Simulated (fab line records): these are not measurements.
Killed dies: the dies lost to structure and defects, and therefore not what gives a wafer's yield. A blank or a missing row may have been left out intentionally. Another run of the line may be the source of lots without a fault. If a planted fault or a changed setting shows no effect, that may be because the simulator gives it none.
Lot-split experiment -- flow n5 finfet -- 21 wafers read from 7 lots, route of 1938 steps

ON THE SPLIT
At N5_BEOL_M1_ETCH_64 (etches SOC in N2/H2, target depth 75 nm, overetch 15 nm, time 112.5 s), the setting source w was moved away from the recipe's 840 W on 12 of the 21 wafers read, by -16.6% to +16.2%. The other wafers ran this setting at the recipe's value.

The reading is taken at the split's own step.

THE READING
rf vpp V, in V, at N5_BEOL_M1_ETCH_64 (etches SOC in N2/H2, target depth 75 nm, overetch 15 nm, time 112.5 s). A value of 523.4 V with a standard deviation of 2.2 V is what fault-free wafers of this fab line usually give.

wafer,"tool, chamber at the split","source w as run, W",against the recipe,"rf vpp V, V",against lot-mates on the recipe
L081.1,"rie diel-04, 1",700.8,-16.6%,553.3,no lot-mate on the recipe
L081.3,"rie diel-04, 0",700.8,-16.6%,556.4,no lot-mate on the recipe
L081.6,"rie diel-04, 1",700.8,-16.6%,553.7,no lot-mate on the recipe
L082.1,"rie diel-05, 1",840,recipe,523.4,-
L082.4,"rie diel-05, 2",840,recipe,522.8,-
L082.5,"rie diel-05, 3",840,recipe,523.6,-
L084.3,"rie diel-04, 0",840,recipe,523.9,-
L084.4,"rie diel-04, 1",975.9,+16.2%,494.5,-27.6
L084.6,"rie diel-04, 3",840,recipe,520.4,-
L085.1,"rie diel-02, 1",791.1,-5.8%,539.0,+14.1
L085.3,"rie diel-02, 2",840,recipe,524.9,-
L085.5,"rie diel-02, 2",791.1,-5.8%,534.4,+9.5
L088.4,"rie diel-04, 1",730.5,-13.0%,545.6,no lot-mate on the recipe
L088.5,"rie diel-04, 1",730.5,-13.0%,546.2,no lot-mate on the recipe
L088.6,"rie diel-04, 2",730.5,-13.0%,550.7,no lot-mate on the recipe
L096.1,"rie diel-05, 0",703.3,-16.3%,556.4,no lot-mate on the recipe
L096.2,"rie diel-05, 1",703.3,-16.3%,555.1,no lot-mate on the recipe
L096.4,"rie diel-05, 3",703.3,-16.3%,556.2,no lot-mate on the recipe
L097.1,"rie diel-02, 2",840,recipe,521.7,-
L097.4,"rie diel-02, 1",840,recipe,527.5,-
L097.5,"rie diel-02, 0",840,recipe,521.9,-

FIT RESULTS
A straight line over all 21 wafers: rf vpp V changes by -1.89 V for each +1% of source w; r = -0.99; the points scatter about the line by 2.1 V.
The same after taking each lot's own level away (the mean of its wafers on the recipe; 12 wafers): -1.78 V for each +1%; r = -0.98; scatter 2.1 V.
The reading moves by 29 V for the largest change in source w, on that fit.
The span of the lots' own levels, 522.15 to 524.90 V, comes to 1.2 times the standard deviation stated above.
Consequently the slope shifts little with the lot-to-lot level, the two slopes agreeing.
Check: for one of the wafers moved furthest among these (+16.2%), held out of the fit, the line's prediction against its lot-mates is -32.8 V. Against them it came out at -27.6 V.
Tool readings at the split's step, against how far the setting was moved: rf vpp V r = -0.99.

ADDITIONAL SPLITS CARRIED BY THESE WAFERS
Other splits were also applied to these wafers ahead of the reading. Each is held against what the fit with the lots' levels taken away leaves over:
other split on the same wafers,wafers away from the commonest value,r with rf vpp V (lot level and that fit taken away)
N5_GATE_CUT_ALD_22 ald cycles,6,-0.40
N5_MOL_CONTACT_COAG_PECVD_31 temp c,7,-0.09
N5_MOL_CONTACT_COAG_COAT_76 spin rpm,6,+0.36
N5_MOL_CONTACT_COAG_CVD_140 target thk a,7,+0.37
N5_BEOL_M0_SAQP_PECVD_96 time s,5,+0.01
N5_BEOL_M0_ETCH_138 source w,6,-0.22
N5_BEOL_M0_ETCH_109 bias w,6,+0.17

THE FILE'S OWN FIT
rf vpp V changes by -1.75 V for each +1% of source w, r = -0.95.
